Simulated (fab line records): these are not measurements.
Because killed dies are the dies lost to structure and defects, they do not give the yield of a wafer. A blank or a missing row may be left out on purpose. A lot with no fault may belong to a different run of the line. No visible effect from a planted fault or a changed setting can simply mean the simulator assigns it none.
The tool behind it: which one? + flow n5-finfet + Sampling: 10 lots, 29 wafers, 6 of 1938 route steps

== WHAT THE GAUGES READ, wafer by wafer ==
N5_BEOL_M4_RC_MEAS_101.
| lot  | measured     | on        | DIBL_N (mV/V)  |
|------|--------------|-----------|----------------|
| L505 | day 9 00:26  | prober-01 | 36.7 35.8 35.3 |
| L508 | day 9 07:11  | prober-02 | 35.7 35.0 35.7 |
| L509 | day 9 15:29  | prober-01 | 36.1 35.1 35.7 |
| L510 | day 9 23:45  | prober-02 | 36.8 34.2 36.4 |
| L511 | day 10 09:29 | prober-02 | 36.6 36.0      |
| L517 | day 11 19:25 | prober-01 | 35.2 34.9 36.1 |
| L522 | day 13 03:52 | prober-01 | 36.2 37.8 36.0 |
| L524 | day 13 11:38 | prober-02 | 33.6 34.1 33.5 |
| L523 | day 13 14:13 | prober-02 | 34.4 37.6 36.8 |
| L525 | day 13 20:19 | prober-01 | 37.1 37.5 37.0 |

== EACH LOT AND THE TOOL THAT RAN IT (in order: tool; ch and the chambers of the sampled wafers; start) ==
| lot  | N5_BEOL_M4_ANNEAL_89         | N5_BEOL_M4_SPUTTER_90        | N5_BEOL_M4_ANNEAL_91         | N5_BEOL_M4_ECD_50              | N5_BEOL_M4_CMP_52             |
|------|------------------------------|------------------------------|------------------------------|--------------------------------|-------------------------------|
| L505 | pvd-sputter-03, day 8 22:10  | pvd-sputter-03, day 8 22:18  | pvd-sputter-03, day 8 22:23  | ecd-cu-01 ch 0,1, day 8 23:06  | cmp-02 ch 0,1,3, day 8 23:32  |
| L508 | pvd-sputter-03, day 9 04:41  | pvd-sputter-03, day 9 04:49  | pvd-sputter-03, day 9 04:54  | ecd-cu-02 ch 0,1, day 9 05:37  | cmp-02 ch 0,2,3, day 9 06:11  |
| L509 | pvd-sputter-01, day 9 13:35  | pvd-sputter-01, day 9 13:44  | pvd-sputter-01, day 9 13:49  | ecd-cu-02 ch 0,1, day 9 14:30  | cmp-01 ch 0,1, day 9 14:53    |
| L510 | pvd-sputter-01, day 9 21:29  | pvd-sputter-01, day 9 21:38  | pvd-sputter-01, day 9 21:43  | ecd-cu-02 ch 0,1, day 9 22:25  | cmp-02 ch 1,2,3, day 9 22:55  |
| L511 | pvd-sputter-03, day 10 07:23 | pvd-sputter-03, day 10 07:32 | pvd-sputter-03, day 10 07:37 | ecd-cu-02 ch 0,1, day 10 08:19 | cmp-04 ch 2, day 10 08:46     |
| L517 | pvd-sputter-03, day 11 17:13 | pvd-sputter-03, day 11 17:21 | pvd-sputter-03, day 11 17:26 | ecd-cu-01 ch 0,1, day 11 18:09 | cmp-01 ch 0,1,2, day 11 18:37 |
| L522 | pvd-sputter-02, day 13 01:39 | pvd-sputter-02, day 13 01:47 | pvd-sputter-02, day 13 01:52 | ecd-cu-02 ch 0,1, day 13 02:35 | cmp-01 ch 0,1,2, day 13 03:04 |
| L524 | pvd-sputter-03, day 13 09:26 | pvd-sputter-03, day 13 09:34 | pvd-sputter-03, day 13 09:39 | ecd-cu-02 ch 0,1, day 13 10:21 | cmp-01 ch 1,2,3, day 13 11:00 |
| L523 | pvd-sputter-03, day 13 12:19 | pvd-sputter-03, day 13 12:27 | pvd-sputter-03, day 13 12:32 | ecd-cu-02 ch 0,1, day 13 13:14 | cmp-01 ch 0,2,3, day 13 13:37 |
| L525 | pvd-sputter-02, day 13 18:16 | pvd-sputter-02, day 13 18:25 | pvd-sputter-02, day 13 18:29 | ecd-cu-02 ch 0,1, day 13 19:11 | cmp-01 ch 0,1, day 13 19:34   |
- N5_BEOL_M4_ANNEAL_89: time 240 s.
- N5_BEOL_M4_SPUTTER_90: material Cu, target thk 4.5 nm, time 8.29 s.
- N5_BEOL_M4_ANNEAL_91: time 240 s.
- N5_BEOL_M4_ECD_50: material Cu, target thk 300 nm.
- N5_BEOL_M4_CMP_52: polishes, stops on SiOC, t overpolish 6.8 s, target thk 40 nm.

== THE ANSWER, worked out from the rows above alone ==
Rule: the lots themselves supply what counts as usual. The widest of any qualifying gaps counts: lots, ordered by their means at a reading, are off when they make up no more than a third of the lots, leave a main group of 4 or more, and stand apart from it by 3 or more times the standard deviation of that group's means. If all means in a main group match to the digits the tables above print for the reading, that group is not used. Also off: a lot with no number at a reading for which 4 or more lots have one. Any other lot the step has rows for is counted as sound.
No lot is off on any of the readings shown, so nothing can be concluded from this.

== WHAT THE SIMULATOR HAD INSERTED ==
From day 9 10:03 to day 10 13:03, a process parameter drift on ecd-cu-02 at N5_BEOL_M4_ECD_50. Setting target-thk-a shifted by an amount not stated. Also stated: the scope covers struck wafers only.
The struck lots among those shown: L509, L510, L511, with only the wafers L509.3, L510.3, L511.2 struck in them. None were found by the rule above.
